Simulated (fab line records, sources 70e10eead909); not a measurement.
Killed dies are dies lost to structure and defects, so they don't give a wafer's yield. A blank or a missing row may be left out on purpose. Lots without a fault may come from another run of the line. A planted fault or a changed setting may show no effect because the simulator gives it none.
Which tool did it? | flow nand_harc | 14 lots, 39 wafers sampled, at 5 steps of a route of 1159

WHAT THE GAUGES READ, wafer by wafer
NHARC_THIN_TSV_CD_MEAS_37. Usual: cd_nm 5000 nm, standard deviation 3.3.
lot  | measured     | on        | cd_nm (nm)     | flag
L382 | day 19 15:40 | cd_sem-01 | 4999 5003 5001 |
L380 | day 19 17:08 | cd_sem-01 | 4996 5003 4995 |
L381 | day 19 20:18 | cd_sem-01 | 4997 5004 5001 |
L385 | day 20 02:02 | cd_sem-03 | 4995 4998 4994 |
L386 | day 20 03:40 | cd_sem-01 | 5001 5006 4995 |
L383 | day 20 14:08 | cd_sem-01 | 5000 5003 5003 |
L388 | day 21 10:22 | cd_sem-01 | 5001           |
L394 | day 21 21:31 | cd_sem-02 | 4996 5001 4997 |
L390 | day 21 22:56 | cd_sem-02 | 4998 4999      |
L391 | day 22 00:05 | cd_sem-01 | 4997 5002 4998 |
L395 | day 23 17:20 | cd_sem-03 | 5004 4996 5000 |
L400 | day 23 21:54 | cd_sem-03 | 4997 5004 4996 |
L402 | day 24 15:32 | cd_sem-02 | 4997 4999 5006 |
L403 | day 24 21:32 | cd_sem-01 | 5004 5000 5004 |

NHARC_END_SORT_01. Usual: killed_at_array 28, standard deviation 11; killed_at_other 0.5, standard deviation 0.85; killed_at_periphery 2.7, standard deviation 1.9; killed_dies 32, standard deviation 12; killed_open 3.3, standard deviation 1.6; killed_short 2.1, standard deviation 1.5.
lot  | measured     | on        | killed_at_array | killed_at_other | killed_at_periphery | killed_dies | killed_open | killed_short | flag
L388 | day 21 19:14 | prober-01 | 502             | 0               | 0                   | 502         | 1           | 0            | OFF
L390 | day 22 11:19 | prober-01 | 499 16          | 1 3             | 0 1                 | 500 20      | 2 2         | 0 0          | OFF
L395 | day 24 04:15 | prober-01 | 16 14 18        | 3 0 0           | 2 1 3               | 21 15 21    | 2 3 5       | 3 1 3        |
L400 | day 24 12:01 | prober-01 | 43 53 40        | 0 0 0           | 2 2 2               | 45 55 42    | 4 5 3       | 3 3 0        |

WHICH TOOL RAN EACH LOT (tool, then ch and the chambers of the sampled wafers, then the start)
lot  | NHARC_THIN_TSV_STRIP_62              | NHARC_THIN_TSV_DESCUM_35           | NHARC_THIN_TSV_ETCH_36
L382 | plasma_asher-01 ch 0,1, day 19 10:59 | rie_diel-05 ch 0,3, day 19 14:22   | rie_metal-01 ch 0,1, day 19 14:46
L380 | plasma_asher-01 ch 0,1, day 19 12:16 | rie_diel-04 ch 0,1,2, day 19 15:52 | rie_metal-03 ch 0,1, day 19 16:14
L381 | plasma_asher-01 ch 0,1, day 19 15:46 | rie_diel-04 ch 0,3, day 19 19:01   | rie_metal-03 ch 0,1, day 19 19:25
L385 | plasma_asher-01 ch 0,1, day 19 20:42 | rie_diel-04 ch 0,1,3, day 20 00:03 | rie_metal-01 ch 0,1, day 20 00:26
L386 | plasma_asher-02 ch 0,1, day 19 22:27 | rie_diel-08 ch 0,1, day 20 02:07   | rie_metal-02 ch 0, day 20 02:44
L383 | plasma_asher-02 ch 0,1, day 20 08:02 | rie_diel-05 ch 0,1,2, day 20 11:31 | rie_metal-01 ch 0,1, day 20 11:52
L388 | plasma_asher-01 ch 1, day 21 05:40   | rie_diel-04 ch 2, day 21 09:06     | rie_metal-02 ch 1, day 21 09:28
L394 | plasma_asher-01 ch 0,1, day 21 16:47 | rie_diel-04 ch 2,3, day 21 20:11   | rie_metal-01 ch 0,1, day 21 20:35
L390 | plasma_asher-02 ch 1, day 21 18:12   | rie_diel-05 ch 0,3, day 21 21:40   | rie_metal-02 ch 1, day 21 22:04
L391 | plasma_asher-01 ch 0,1, day 21 19:08 | rie_diel-05 ch 0,1, day 21 22:32   | rie_metal-03 ch 0,1, day 21 22:55
L395 | plasma_asher-01 ch 0,1, day 23 10:10 | rie_diel-08 ch 0,3, day 23 15:05   | rie_metal-03 ch 0,1, day 23 15:28
L400 | plasma_asher-01 ch 0,1, day 23 17:07 | rie_diel-04 ch 0,2,3, day 23 20:38 | rie_metal-03 ch 0,1, day 23 21:00
L402 | plasma_asher-01 ch 0,1, day 24 10:30 | rie_diel-08 ch 0,1,3, day 24 13:59 | rie_metal-03 ch 0, day 24 14:35
L403 | plasma_asher-02 ch 0,1, day 24 16:39 | rie_diel-05 ch 0,1,3, day 24 20:01 | rie_metal-03 ch 0, day 24 20:37
- NHARC_THIN_TSV_STRIP_62: strips in N2/H2, time 20 s.
- NHARC_THIN_TSV_DESCUM_35: chemistry O2, time 3 s.
- NHARC_THIN_TSV_ETCH_36: etches the open film in Cl2/BCl3, target depth 65 nm, time 18.571 s.

WHAT THE TOOLS THEMSELVES READ (means of the sampled wafers that have a number; where no wafer has one, the mark that the record gives instead)
NHARC_THIN_TSV_STRIP_62. Usual: drypump_motor_current_A 5.6 A, standard deviation 0.35; heater_power_w 315 W, standard deviation 17.
lot  | tool            | drypump_motor_current_A (A) | heater_power_w (W) | flag
L382 | plasma_asher-01 | 5.5                         | 322                |
L380 | plasma_asher-01 | 5.6                         | 306                |
L381 | plasma_asher-01 | 5.6                         | 308                |
L385 | plasma_asher-01 | 5.6                         | 307                |
L386 | plasma_asher-02 | 5.5                         | 314                |
L383 | plasma_asher-02 | 5.5                         | 315                |
L388 | plasma_asher-01 | 5.5                         | 330                |
L394 | plasma_asher-01 | 5.6                         | 322                |
L390 | plasma_asher-02 | 6.2                         | 325                |
L391 | plasma_asher-01 | 5.5                         | 322                |
L395 | plasma_asher-01 | 5.5                         | 321                |
L400 | plasma_asher-01 | 5.6                         | 308                |
L402 | plasma_asher-01 | 5.5                         | 323                |
L403 | plasma_asher-02 | 5.8                         | 310                |

NHARC_THIN_TSV_DESCUM_35. Usual: drypump_motor_current_A 5.7 A, standard deviation 0.62; oes_product_au 0.998 a.u., standard deviation 0.0075; rf_vpp_V 57.5 V, standard deviation 0.87; showerhead_plenum_p_Torr 1.87 Torr, standard deviation 0.084; throttle_valve_pct 11.310 %, standard deviation 0.0092.
lot  | tool        | drypump_motor_current_A (A) | oes_product_au (a.u.) | rf_vpp_V (V) | showerhead_plenum_p_Torr (Torr) | throttle_valve_pct (%) | flag
L382 | rie_diel-05 | 5.3                         | 1.005                 | 57.9         | 1.84                            | 11.308                 |
L380 | rie_diel-04 | 5.9                         | 0.992                 | 56.8         | 1.81                            | 11.311                 |
L381 | rie_diel-04 | 5.2                         | 0.996                 | 57.7         | 1.96                            | 11.301                 |
L385 | rie_diel-04 | 5.7                         | 1.005                 | 57.6         | 1.90                            | 11.300                 |
L386 | rie_diel-08 | 6.1                         | 0.991                 | 57.4         | 1.82                            | 11.310                 |
L383 | rie_diel-05 | 5.3                         | 0.995                 | 57.7         | 1.87                            | 11.318                 |
L388 | rie_diel-04 | 5.7                         | 0.995                 | 55.5         | 1.78                            | 11.307                 |
L394 | rie_diel-04 | 5.5                         | 0.996                 | 57.1         | 1.87                            | 11.313                 |
L390 | rie_diel-05 | 5.6                         | 1.002                 | 57.7         | 1.86                            | 11.308                 |
L391 | rie_diel-05 | 5.2                         | 1.003                 | 58.0         | 1.87                            | 11.309                 |
L395 | rie_diel-08 | 5.9                         | 0.990                 | 57.6         | 1.90                            | 11.304                 |
L400 | rie_diel-04 | 5.4                         | 1.003                 | 58.1         | 1.87                            | 11.309                 |
L402 | rie_diel-08 | 6.0                         | 0.999                 | 56.7         | 1.86                            | 11.315                 |
L403 | rie_diel-05 | 5.8                         | 1.002                 | 57.5         | 1.90                            | 11.320                 |

NHARC_THIN_TSV_ETCH_36. Usual: drypump_motor_current_A 5.8 A, standard deviation 0.56; oes_product_au 1.000 a.u., standard deviation 0.008.
lot  | tool         | drypump_motor_current_A (A) | oes_product_au (a.u.) | flag
L382 | rie_metal-01 | 6.0                         | 1.003                 |
L380 | rie_metal-03 | 5.3                         | 1.003                 |
L381 | rie_metal-03 | 5.5                         | 1.011                 |
L385 | rie_metal-01 | 6.0                         | 1.012                 |
L386 | rie_metal-02 | 6.4                         | 0.985                 |
L383 | rie_metal-01 | 6.0                         | 1.005                 |
L388 | rie_metal-02 | 5.1                         | 0.818                 | OFF
L394 | rie_metal-01 | 5.9                         | 1.006                 |
L390 | rie_metal-02 | 5.1                         | 0.825                 | OFF
L391 | rie_metal-03 | 5.3                         | 0.993                 |
L395 | rie_metal-03 | 5.3                         | 1.001                 |
L400 | rie_metal-03 | 5.3                         | 0.997                 |
L402 | rie_metal-03 | 5.1                         | 0.999                 |
L403 | rie_metal-03 | 5.1                         | 0.993                 |

THE ANSWER, worked out from the rows above alone
Rule: a lot is off if the mean of its wafers that have a number lies more than 3 standard deviations from the usual mean. A lot without any number at a reading at which 4 lots or more have one is off too. The other lots that the step has rows for count as sound. The gauges are gone through in route order, then the tools' own readings, and for those a lot's mean is taken as printed above. The first step at which some lot is off is used, and at that step the reading that is off furthest; a lot without a number counts as furthest.
Off: L388, L390, at NHARC_END_SORT_01 (killed_at_array). Neither off nor sound, because the step has no rows for them: L382, L380, L381, L385, L386, L383, L394, L391, L402, L403.
A tool fits if, at a process step before that reading, it ran every lot that is off, and no sound lot after the first of them. The gauges at NHARC_END_SORT_01 aren't tried: what is off there is off at NHARC_THIN_TSV_ETCH_36 too, on other tools, and a gauge's error can't cause that. One fits: rie_metal-02 at NHARC_THIN_TSV_ETCH_36. It ran no sound lot before its first lot that is off in this sample, so the start can't be narrowed down.
The tool's own readings at NHARC_THIN_TSV_ETCH_36 bear it out: on the lots that are off they differ by more than 5 times the standard deviation of the sound lots' means. drypump_motor_current_A reads 5.1 A there against 5.3 A on the sound lots; oes_product_au reads 0.821 a.u. there against 0.999 a.u. on the sound lots.

WHAT THE SIMULATOR HAD PUT IN
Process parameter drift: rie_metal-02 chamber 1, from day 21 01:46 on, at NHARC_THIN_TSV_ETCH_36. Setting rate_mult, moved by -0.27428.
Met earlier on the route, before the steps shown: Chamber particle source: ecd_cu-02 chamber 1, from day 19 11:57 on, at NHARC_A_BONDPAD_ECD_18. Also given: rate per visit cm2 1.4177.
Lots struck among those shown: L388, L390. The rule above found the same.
